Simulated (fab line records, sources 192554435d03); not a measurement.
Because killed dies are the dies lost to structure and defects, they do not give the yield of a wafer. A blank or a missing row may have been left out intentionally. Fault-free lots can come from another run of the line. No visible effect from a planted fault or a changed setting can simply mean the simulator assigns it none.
fab line records	flow n5Finfet
record: lots: 5	wafers: 15	lastDay: 17
route steps=1938 shown BEOL_M1@781 BEOL_M4@1111
lots untouched by any fault: they come from a run of this same line in which no faults occurred
startH: hours from the record's first day to the start of the lot's first wafer shown	waitH: how many hours have passed since the lot's step before this one	" unchanged from the row above	L1.1+2: a row that stands for several wafers	- no value, or no start given	* or withheld: withheld	< > ~ a bound
route shown NAME@n: names a module that has steps shown in the file, with the first one's number in the route	usual: the fault-free wafers' mean and standard deviation	same: alike in all rows	chamber/n: place in a boat	sites: each site's reading	_std_site: their standard deviation	_edge_site: the outer-site mean with the inner-site mean subtracted	radiusMm: how far each site lies from the wafer's centre	mask NAME#n: copy n	behind: the tool/chamber that last shaped the wafer	hold: why the lot was held/for how many hours/how that ended	device: transistor that didn't switch, given as n, p or np	end of line: the route-end tests of the same wafers	for a step that has no rows: nothing shown but its recipe	killed: not the wafer's yield, but the dies lost to structure and defects at the first sort	map: a wafer's dies, x killed, . not, _ none there
set.NAME: the setting as run; set.NAME@STEP: as run at that earlier step	model.NAME: the simulator's own value behind a step, which no gauge read
lots at selected steps of the route; one table per step, one row per wafer
services: from which hour (startH, from the record's first day; less than 0 if before it) a tool's chamber was out of use, for how many hours, and why
== steps ==
step: N5_BEOL_M1_EBR_24
recipe: solvent: PGMEA	ebrWidthMm: 1.5
step: N5_BEOL_M1_SOFTBAKE_23
recipe: tempC: 110	timeS: 60	resist: CAR-EUV
step: N5_BEOL_M1_EXPOSE_25
recipe: maskId: V0	na: 0.33	sourceShape: quasar	sigmaInner: 0.2	sigmaOuter: 0.8	polarization: unpolarized	defocusNm: 5	targetCdNm: 24	doseMj: 63
step: N5_BEOL_M1_PEB_26
recipe: pebTempC: 100	pebTimeS: 60	resist: CAR-EUV
step: N5_BEOL_M1_DEVELOP_27
recipe: developTimeS: 30	developer: TMAH	resist: CAR-EUV	rinseLiquid: surfactantRinse	dry: airSpin	devTempC: 23
step: N5_BEOL_M1_CD_MEAS_28
recipe: landingEnergyEv: 500	detector: seInlens	targetCdYNm: 23.3
usual: cdNm: 23.95/0.26
same: landingEnergyEv: 500
lot.wafer	tool	chamber	startH	waitH	cdNm
L953.1	cdSem-01	0	155.10	-	24.04
L953.4	"	0	"	"	23.82
L953.5	"	0	"	"	24.62
L960.1	cdSem-01	0	209.41	-	23.89
L960.3	"	0	"	"	24.16
L960.6	"	0	"	"	24.64
L965.3	cdSem-02	0	229.90	-	23.90
L965.4	"	0	"	"	24.03
L965.6	"	0	"	"	24.06
L969.1	cdSem-02	0	262.01	-	23.87
L969.2	"	0	"	"	23.70
L969.4	"	0	"	"	24.08
L970.3	cdSem-03	0	265.43	-	23.63
L970.4	"	0	"	"	23.79
L970.6	"	0	"	"	23.71
step: N5_BEOL_M1_OVL_MEAS_29
recipe: pointsPerWafer: 522
usual: V0_OVL: 0.2/0.62
lot.wafer	tool	chamber	startH	waitH	V0_OVL[nm]
L953.1	overlay-01	0	155.13	0.0	-0.4
L953.4	"	0	"	"	0.6
L953.5	"	0	"	"	0.5
L960.1	overlay-02	0	209.44	0.0	-0.9
L960.3	"	0	"	"	0.3
L960.6	"	0	"	"	0.5
L965.3	overlay-02	0	229.94	0.0	0.6
L965.4	"	0	"	"	0.5
L965.6	"	0	"	"	0.7
L969.1	overlay-01	0	262.04	0.0	0.4
L969.2	"	0	"	"	1.1
L969.4	"	0	"	"	1.0
L970.3	overlay-01	0	265.47	0.0	0.0
L970.4	"	0	"	"	-0.1
L970.6	"	0	"	"	-0.5
step: N5_BEOL_M1_INSPECT_30
recipe: mode: adi	inspectInstrument: brightfield
usual: rawDefectCount: 443/84
lot.wafer	tool	chamber	startH	waitH	rawDefectCount
L953.1	defectInspect-01	-	155.19	0.1	525
L953.4	"	-	"	"	477
L953.5	"	-	"	"	404
L960.1	defectInspect-01	-	209.50	0.1	389
L960.3	"	-	"	"	363
L960.6	"	-	"	"	278
L965.3	defectInspect-02	-	229.99	0.0	671
L965.4	"	-	"	"	510
L965.6	"	-	"	"	684
L969.1	defectInspect-02	-	262.10	0.1	466
L969.2	"	-	"	"	311
L969.4	"	-	"	"	406
L970.3	defectInspect-02	-	265.52	0.0	482
L970.4	"	-	"	"	495
L970.6	"	-	"	"	530
step: N5_BEOL_M1_DESCUM_33
recipe: chemistry: O2	timeS: 7	sourcePowerW: 50	biasPowerW: 20	pressureMtorr: 20	rfFrequencyHz: 2.712e+07	tempC: 40	resist: CAR-EUV	o2FlowSccm: 225
usual: drypumpMotorCurrentA: 5.9/0.55	oesProductAu: 0.77/0.078	rfVppV: 243.8/1.2	showerheadPlenumPTorr: 2.13/0.059	throttleValvePct: 20.41/0.19
lot.wafer	tool	chamber	startH	waitH	drypumpMotorCurrentA	oesProductAu	rfHoursCounterH	rfVppV	showerheadPlenumPTorr	throttleValvePct
L953.1	rieDiel-03	1	155.23	0.0	6.1	0.75	162	244.1	2.16	20.36
L953.4	"	0	"	"	6.7	0.77	113	242.1	2.11	20.47
L953.5	"	0	"	"	6.7	0.77	-	242.7	2.11	20.52
L960.1	rieDiel-02	3	209.54	0.0	5.6	0.95	11	245.5	2.24	20.13
L960.3	"	1	"	"	5.8	0.74	164	242.7	2.10	20.30
L960.6	"	1	"	"	5.8	0.75	-	244.4	2.10	20.28
L965.3	rieDiel-02	2	230.02	0.0	6.4	0.71	221	244.6	2.06	20.59
L965.4	"	0	"	"	5.1	0.70	242	245.6	2.16	20.60
L965.6	"	0	"	"	5.1	0.69	-	243.4	2.15	20.60
L969.1	rieDiel-03	3	262.14	0.0	6.0	0.70	202	243.8	2.17	20.71
L969.2	"	0	"	"	6.7	0.74	144	243.9	2.10	20.54
L969.4	"	2	"	"	4.9	0.86	37	242.8	2.03	20.11
L970.3	rieDiel-03	3	265.55	0.0	6.0	0.70	204	245.6	2.17	20.70
L970.4	"	1	"	"	6.1	0.72	195	242.7	2.15	20.41
L970.6	"	1	"	"	6.1	0.73	-	242.4	2.15	20.44
step: N5_BEOL_M1_ETCH_77
recipe: chemistry: N2/H2	target: underlayer	targetDepthA: 65	maskMaterial: CAR-EUV	timeS: 5.2	ionEnergyEv: 200	pressureMtorr: 30	sourceW: 840	biasW: 150	n2FlowSccm: 200	h2FlowSccm: 200	ends: cleared
usual: drypumpMotorCurrentA: 5.9/0.55	etchRfOnTimeS: 5.24/0.1	oesProductAu: 0.65/0.067	rfVppV: 525.1/2.1	showerheadPlenumPTorr: 2.59/0.066	throttleValvePct: 17.85/0.22
lot.wafer	tool	chamber	startH	waitH	drypumpMotorCurrentA	etchRfOnTimeS	oesProductAu	rfHoursCounterH	rfVppV	showerheadPlenumPTorr	throttleValvePct
L953.1	rieDiel-03	1	155.26	0.0	6.1	5.28	0.63	162	528.2	2.65	17.89
L953.4	"	0	"	"	6.7	5.26	0.66	113	523.9	2.56	18.00
L953.5	"	0	"	"	6.8	5.33	0.64	-	524.4	2.56	18.01
L960.1	rieDiel-02	3	209.57	0.0	5.6	5.23	0.81	11	530.1	2.72	17.49
L960.3	"	1	"	"	5.7	5.26	0.64	164	523.5	2.53	17.63
L960.6	"	1	"	"	5.8	5.25	0.62	-	523.5	2.54	17.66
L965.3	rieDiel-02	2	230.06	0.0	6.5	5.33	0.59	221	522.0	2.54	18.23
L965.4	"	0	"	"	5.0	5.18	0.60	242	523.5	2.59	17.94
L965.6	"	0	"	"	5.0	5.17	0.60	-	525.9	2.59	17.92
L969.1	rieDiel-03	3	262.17	0.0	6.0	5.14	0.60	202	525.0	2.63	18.14
L969.2	"	0	"	"	6.7	5.34	0.63	144	523.2	2.55	18.06
L969.4	"	2	"	"	4.9	5.31	0.72	37	522.4	2.48	17.56
L970.3	rieDiel-03	3	265.58	0.0	5.9	5.18	0.60	204	525.4	2.63	18.13
L970.4	"	1	"	"	6.1	5.36	0.60	195	527.1	2.64	17.94
L970.6	"	1	"	"	6.1	5.36	0.60	-	528.3	2.63	17.96
step: N5_BEOL_M1_ETCH_69
recipe: chemistry: CF4	target: SiARC	targetDepthA: 156	maskMaterial: CAR-EUV	timeS: 26	ionEnergyEv: 80	pressureMtorr: 40	sourceW: 545	biasW: 36	Ar_flow_sccm: 100	cf4FlowSccm: 100	ends: cleared
usual: drypumpMotorCurrentA: 5.9/0.55	etchRfOnTimeS: 26.2/0.47	oesProductAu: 0.66/0.068	rfVppV: 184.6/1.2	showerheadPlenumPTorr: 2.18/0.053	throttleValvePct: 15.60/0.18
lot.wafer	tool	chamber	startH	waitH	drypumpMotorCurrentA	etchRfOnTimeS	oesProductAu	rfHoursCounterH	rfVppV	showerheadPlenumPTorr	throttleValvePct
L953.1	rieDiel-03	1	155.28	0.0	6.1	26.5	0.63	162	186.3	2.24	15.80
L953.4	"	0	"	"	6.7	26.9	0.65	113	185.1	2.17	15.62
L953.5	"	0	"	"	6.8	26.7	0.66	-	184.8	2.17	15.64
L960.1	rieDiel-02	3	209.59	0.0	5.6	25.8	0.82	11	187.0	2.28	15.24
L960.3	"	1	"	"	5.8	26.2	0.63	164	183.0	2.13	15.33
L960.6	"	1	"	"	5.8	26.3	0.63	-	184.4	2.13	15.35
L965.3	rieDiel-02	2	230.08	0.0	6.4	26.8	0.59	221	182.7	2.11	15.78
L965.4	"	0	"	"	5.1	26.1	0.59	242	185.2	2.19	15.72
L965.6	"	0	"	"	5.0	26.0	0.59	-	184.7	2.19	15.73
L969.1	rieDiel-03	3	262.19	0.0	5.9	26.1	0.59	202	184.2	2.20	15.79
L969.2	"	0	"	"	6.7	27.2	0.63	144	182.4	2.16	15.70
L969.4	"	2	"	"	4.9	26.4	0.72	37	184.2	2.11	15.46
L970.3	rieDiel-03	3	265.60	0.0	5.9	25.8	0.60	204	184.0	2.20	15.78
L970.4	"	1	"	"	6.1	26.4	0.61	195	185.0	2.23	15.87
L970.6	"	1	"	"	6.1	26.4	0.61	-	185.8	2.23	15.85
step: N5_BEOL_M1_ALD_98
recipe: material: SiO2	targetThkA: 25	tempC: 100	aldPrecursorFamily: BDEAS	aldCoReactant: O2-plasma	pulseTimeS: 1	coReactantPulseTimeS: 1	purgeTimeS: 2	coReactantPurgeTimeS: 2	aldCycles: 17	pressureTorr: 2
usual: heaterPowerW: 80/7.3	precursorPulseHeightRel: 1.002/0.019
lot.wafer	tool	chamber	startH	waitH	heaterPowerW	precursorPulseHeightRel	sinceWetCleanH
L953.1	aldSin-02	3	155.73	0.4	73	0.990	343
L953.4	"	1	"	"	82	1.011	343
L953.5	"	2	"	"	80	1.010	-
L960.1	aldSin-02	0	209.67	0.1	97	1.027	19
L960.3	"	2	"	"	81	1.018	19
L960.6	"	0	"	"	99	1.007	-
L965.3	aldSin-04	3	230.16	0.1	79	1.031	131
L965.4	"	3	"	"	79	1.008	-
L965.6	"	1	"	"	72	0.963	-
L969.1	aldSin-04	2	262.27	0.1	72	0.998	163
L969.2	"	0	"	"	87	1.019	163
L969.4	"	1	"	"	70	0.982	163
L970.3	aldSin-01	1	265.68	0.1	83	1.018	363
L970.4	"	1	"	"	79	1.009	-
L970.6	"	0	"	"	83	1.010	-
step: N5_BEOL_M1_ETCHBACK_99
recipe: chemistry: CHF3	target: SiO2	targetDepthA: 50	timeS: 10.4	sourceW: 215	biasW: 47	Ar_flow_sccm: 200	CHF3_flow_sccm: 12	ionEnergyEv: 100	pressureMtorr: 30
usual: drypumpMotorCurrentA: 5.8/0.51	oesProductAu: 0.77/0.084	rfVppV: 239/6	showerheadPlenumPTorr: 2.19/0.059	throttleValvePct: 17.04/0.18
lot.wafer	tool	chamber	startH	waitH	drypumpMotorCurrentA	oesProductAu	rfHoursCounterH	rfVppV	showerheadPlenumPTorr	throttleValvePct	model.CAR-EUV_of_BEOL_M1_COAT_22.thkNm
L953.1	rieDiel-01	1	156.45	0.7	5.9	0.89	40	245	2.28	16.89	10.4
L953.4	"	3	"	"	6.3	0.74	180	241	2.13	17.02	10.6
L953.5	"	0	"	"	5.8	0.94	-	240	2.20	17.02	10.6
L960.1	rieDiel-02	3	213.22	3.5	5.6	0.95	12	233	2.30	16.77	10.2
L960.3	"	1	"	"	5.7	0.75	165	240	2.14	16.79	10.4
L960.6	"	0	"	"	5.0	0.68	-	236	2.21	17.19	10.2
L965.3	rieDiel-02	3	230.41	0.2	5.6	1.21	18	232	2.30	16.78	10
L965.4	"	1	"	"	5.7	0.97	171	240	2.14	16.84	10
L965.6	"	2	"	"	6.5	0.70	-	230	2.13	17.27	10.4
L969.1	rieDiel-01	2	262.74	0.4	5.7	0.70	221	253	2.22	16.85	10.6
L969.2	"	0	"	"	5.8	0.88	46	239	2.19	17.06	10.4
L969.4	"	3	"	"	6.3	0.71	212	240	2.12	17.08	10.6
L970.3	rieDiel-03	1	266.55	0.8	6.0	0.71	195	238	2.25	17.34	10.4
L970.4	"	0	"	"	6.7	0.74	145	235	2.17	17.21	10.4
L970.6	"	3	"	"	5.9	0.70	-	249	2.20	17.20	10.4
step: N5_BEOL_M1_ETCH_70
recipe: chemistry: N2/H2	target: SOC	targetDepthA: 800	overetchA: 160	maskMaterial: SiARC	tempC: 40	timeS: 120	ionEnergyEv: 200	pressureMtorr: 30	sourceW: 840	biasW: 150	n2FlowSccm: 200	h2FlowSccm: 200
usual: drypumpMotorCurrentA: 5.9/0.52	oesProductAu: 0.59/0.061	rfVppV: 525.2/2	showerheadPlenumPTorr: 2.59/0.066	throttleValvePct: 17.78/0.23
lot.wafer	tool	chamber	startH	waitH	drypumpMotorCurrentA	oesProductAu	rfHoursCounterH	rfVppV	showerheadPlenumPTorr	throttleValvePct
L953.1	rieDiel-01	1	156.49	0.0	5.9	0.67	41	527.9	2.68	17.54
L953.4	"	3	"	"	6.3	0.57	180	523.7	2.52	17.81
L953.5	"	0	"	"	5.8	0.70	-	525.4	2.59	17.69
L960.1	rieDiel-02	3	213.25	0.0	5.7	0.72	12	528.9	2.72	17.47
L960.3	"	1	"	"	5.8	0.57	165	522.7	2.54	17.57
L960.6	"	0	"	"	5.1	0.53	-	525.6	2.59	17.86
L965.3	rieDiel-02	3	230.44	0.0	5.6	0.72	18	527.3	2.72	17.47
L965.4	"	1	"	"	5.7	0.57	171	523.9	2.53	17.59
L965.6	"	2	"	"	6.5	0.55	-	523.1	2.54	18.19
L969.1	rieDiel-01	2	262.78	0.0	5.7	0.54	221	525.3	2.63	17.62
L969.2	"	0	"	"	5.8	0.66	46	524.2	2.57	17.74
L969.4	"	3	"	"	6.3	0.55	212	522.5	2.51	17.84
L970.3	rieDiel-03	1	266.58	0.0	6.1	0.55	195	524.7	2.63	17.92
L970.4	"	0	"	"	6.8	0.57	145	525.0	2.55	18.03
L970.6	"	3	"	"	6.0	0.53	-	525.7	2.63	18.10
step: N5_BEOL_M4_RC_MEAS_101
usual: DIBL_N: 36.2/1.7	DIBL_P: 36.6/1.9	IOFF_N: 0.16/0.032	IOFF_P: 0.21/0.037	ION_N: 675/12	ION_P: 460/8.1	SS_N: 71.4/0.58	SS_P: 73.4/0.64	VT_N: 249/3.2	VT_P: -252/3.4
lot.wafer	tool	chamber	startH	waitH	DIBL_N[mV/V]	DIBL_P[mV/V]	IOFF_N[nA/um]	IOFF_P[nA/um]	ION_N[uA/um]	ION_P[uA/um]	SS_N[mV/dec]	SS_P[mV/dec]	VT_N[mV]	VT_P[mV]
L953.1	prober-02	0	200.09	0.0	35.7	35.5	0.16	0.20	666	455	71.5	73.1	248	-252
L953.4	"	0	"	"	35.9	37.0	0.17	0.23	678	467	71.0	73.7	245	-251
L953.5	"	0	"	"	35.9	36.4	0.17	0.22	692	470	71.6	73.3	246	-251
L960.1	prober-02	0	244.98	0.0	34.8	34.8	0.15	0.17	681	457	71.2	72.9	252	-255
L960.3	"	0	"	"	38.0	38.2	0.19	0.22	661	451	72.0	73.9	247	-250
L960.6	"	0	"	"	35.5	35.0	0.15	0.17	661	447	71.5	72.6	250	-256
L965.3	prober-01	0	267.97	0.3	34.7	35.1	0.14	0.16	666	446	71.2	73.4	253	-256
L965.4	"	0	"	"	37.6	39.4	0.20	0.23	682	460	71.6	74.8	247	-253
L965.6	"	0	"	"	34.6	34.5	0.13	0.15	665	447	70.6	73.1	253	-255
L969.1	prober-01	0	295.32	0.0	36.2	35.8	0.16	0.21	677	464	71.4	73.6	249	-250
L969.2	"	0	"	"	36.2	35.8	0.17	0.20	673	459	71.5	73.6	245	-253
L969.4	"	0	"	"	34.5	33.9	0.13	0.17	662	458	70.9	72.6	254	-251
L970.3	prober-02	0	297.06	0.3	36.4	34.8	0.15	0.19	673	466	70.6	72.9	248	-252
L970.4	"	0	"	"	38.6	37.5	0.19	0.24	688	468	71.2	73.2	247	-250
L970.6	"	0	"	"	36.1	33.7	0.14	0.18	656	456	70.8	72.0	253	-254
== services ==
tool	chamber	startH	hours	kind
aldSin-04	2	140.28	5.4	repair
rieDiel-02	3	147.89	-	clean
rieDiel-02	3	147.89	-	consumableReplace:esc
rieDiel-02	3	147.89	-	consumableReplace:focusRing
rieDiel-02	3	147.89	-	consumableReplace:showerhead
rieDiel-02	3	147.89	19.6	scheduledDown
rieDiel-02	3	147.89	19.6	ventCycle
rieDiel-03	-	172.67	0.3	repair
aldSin-02	-	176.75	14.0	pm
aldSin-02	0	176.75	14.0	ventCycle
aldSin-02	1	176.75	14.0	ventCycle
aldSin-02	2	176.75	14.0	ventCycle
aldSin-02	3	176.75	14.0	ventCycle
aldSin-02	0	190.75	-	clean
aldSin-02	1	190.75	-	clean
aldSin-02	2	190.75	-	clean
aldSin-02	3	190.75	-	clean
rieDiel-03	1	193.13	8.5	repair
rieDiel-03	-	236.51	0.3	repair
rieDiel-02	2	244.08	21.0	repair
aldSin-02	-	244.47	14.6	pm
rieDiel-03	0	253.64	2.0	repair
rieDiel-02	0	254.95	14.4	repair
aldSin-01	3	258.02	12.1	repair
== key ==
firstSign: step: N5_BEOL_M1_ETCHBACK_99	reading: oesProductAu	direction: up	sigmas: 3.8	usual: 0.77	struck: 1.09
effect none on later readings
modelEffect: step: N5_BEOL_M1_ETCHBACK_99	value: CAR-EUV_of_BEOL_M1_COAT_22.thkNm	without: 10.4	struck: 10
metAt N5_BEOL_M1_ETCHBACK_99
struckWafers L965.3,L965.4
onsetBetween 213.22 230.41
fault: kind: processParameterDrift	tool: rieDiel-02	chamber: -	onsetH: 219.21	steps: N5_BEOL_M1_ETCHBACK_99	channel: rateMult	offset: 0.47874	shape: step	endH: 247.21	scope: struckWafersOnly
